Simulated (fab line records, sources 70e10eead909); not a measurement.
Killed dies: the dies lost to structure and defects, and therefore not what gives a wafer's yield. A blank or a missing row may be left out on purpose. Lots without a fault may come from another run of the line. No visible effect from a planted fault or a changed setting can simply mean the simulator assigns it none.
Matching of chambers || flow nand harc || 4 sister chambers for NHARC_P_ZERO_WELL_DESCUM_26 on rie diel-13
The step chemistry O2, time 3 s. 14 wafers are shown with their chamber, then 7 later ones without.

== WAFERS WITH THEIR CHAMBER ==
{"wafer": "L492.2", "chamber": 2, "drypump motor current A (A)": 6.4, "rf vpp V (V)": 58.6, "throttle valve pct (%)": 11.324}
{"wafer": "L492.3", "chamber": 1, "drypump motor current A (A)": 5.6, "rf vpp V (V)": 59.5, "throttle valve pct (%)": 11.309}
{"wafer": "L492.6", "chamber": 1, "drypump motor current A (A)": 5.6, "rf vpp V (V)": 58.2, "throttle valve pct (%)": 11.306}
{"wafer": "L493.1", "chamber": 0, "drypump motor current A (A)": 6.1, "rf vpp V (V)": 56.2, "throttle valve pct (%)": 11.299}
{"wafer": "L493.4", "chamber": 2, "drypump motor current A (A)": 6.3, "rf vpp V (V)": 59.5, "throttle valve pct (%)": 11.304}
{"wafer": "L493.6", "chamber": 0, "drypump motor current A (A)": 6.1, "rf vpp V (V)": 56.9, "throttle valve pct (%)": 11.326}
{"wafer": "L495.1", "chamber": 3, "drypump motor current A (A)": 6.5, "rf vpp V (V)": 59.2, "throttle valve pct (%)": 11.293}
{"wafer": "L495.4", "chamber": 1, "drypump motor current A (A)": 5.6, "rf vpp V (V)": 57.4, "throttle valve pct (%)": 11.309}
{"wafer": "L495.6", "chamber": 2, "drypump motor current A (A)": 6.3, "rf vpp V (V)": 57.3, "throttle valve pct (%)": 11.290}
{"wafer": "L502.1", "chamber": 2, "drypump motor current A (A)": 6.3, "rf vpp V (V)": 58.0, "throttle valve pct (%)": 11.300}
{"wafer": "L502.2", "chamber": 0, "drypump motor current A (A)": 6.0, "rf vpp V (V)": 57.7, "throttle valve pct (%)": 11.313}
{"wafer": "L502.4", "chamber": 2, "drypump motor current A (A)": 6.3, "rf vpp V (V)": 58.7, "throttle valve pct (%)": 11.304}
{"wafer": "L504.1", "chamber": 1, "drypump motor current A (A)": 5.6, "rf vpp V (V)": 57.4, "throttle valve pct (%)": 11.300}
{"wafer": "L504.4", "chamber": 2, "drypump motor current A (A)": 6.3, "rf vpp V (V)": 58.6, "throttle valve pct (%)": 11.308}

SIGNATURES (averages over the wafers above)
{"reading": "drypump motor current A", "chamber 0": 6.067, "chamber 1": 5.600, "chamber 2": 6.317, "chamber 3": 6.500, "scatter within a chamber": 0.0387}
{"reading": "rf vpp V", "chamber 0": 56.933, "chamber 1": 58.125, "chamber 2": 58.450, "chamber 3": 59.200, "scatter within a chamber": 0.825}
{"reading": "throttle valve pct", "chamber 0": 11.31267, "chamber 1": 11.30600, "chamber 2": 11.30500, "chamber 3": 11.29300, "scatter within a chamber": 0.0102}
Rule: distance of a wafer from a chamber = root of the sum over the readings of ((wafer's reading minus chamber's mean) / reading's scatter) squared. The wafer belongs to the nearest chamber; if the next one is less than 2 further off, it can't be placed. The scatter is the square root of a quotient: the sum, over the shown wafers, of each reading's squared deviation from its chamber's mean, divided by wafers minus chambers.

== WAFERS WITHOUT THEIR CHAMBER ==
{"wafer": "L504.6", "drypump motor current A (A)": 5.6, "rf vpp V (V)": 57.2, "throttle valve pct (%)": 11.326}
{"wafer": "L505.1", "drypump motor current A (A)": 6.4, "rf vpp V (V)": 57.3, "throttle valve pct (%)": 11.319}
{"wafer": "L505.2", "drypump motor current A (A)": 5.6, "rf vpp V (V)": 58.8, "throttle valve pct (%)": 11.323}
{"wafer": "L505.3", "drypump motor current A (A)": 6.1, "rf vpp V (V)": 57.8, "throttle valve pct (%)": 11.321}
{"wafer": "L506.1", "drypump motor current A (A)": 6.0, "rf vpp V (V)": 57.3, "throttle valve pct (%)": 11.313}
{"wafer": "L506.3", "drypump motor current A (A)": 6.4, "rf vpp V (V)": 57.6, "throttle valve pct (%)": 11.307}
{"wafer": "L506.4", "drypump motor current A (A)": 6.6, "rf vpp V (V)": 57.4, "throttle valve pct (%)": 11.311}

== WHICH CHAMBER EACH ONE RAN IN ==
{"wafer": "L504.6", "from the rows above": 1, "in truth": 1}
{"wafer": "L505.1", "from the rows above": "can't be placed: 2 or 3", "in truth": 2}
{"wafer": "L505.2", "from the rows above": 1, "in truth": 1}
{"wafer": "L505.3", "from the rows above": 0, "in truth": 0}
{"wafer": "L506.1", "from the rows above": 0, "in truth": 0}
{"wafer": "L506.3", "from the rows above": "can't be placed: 2 or 3", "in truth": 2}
{"wafer": "L506.4", "from the rows above": 3, "in truth": 3}
Correct placement for 5 of the 7. Not placeable from these rows: 2 (in 2, the candidates include the true chamber). Number placed wrongly: 0.
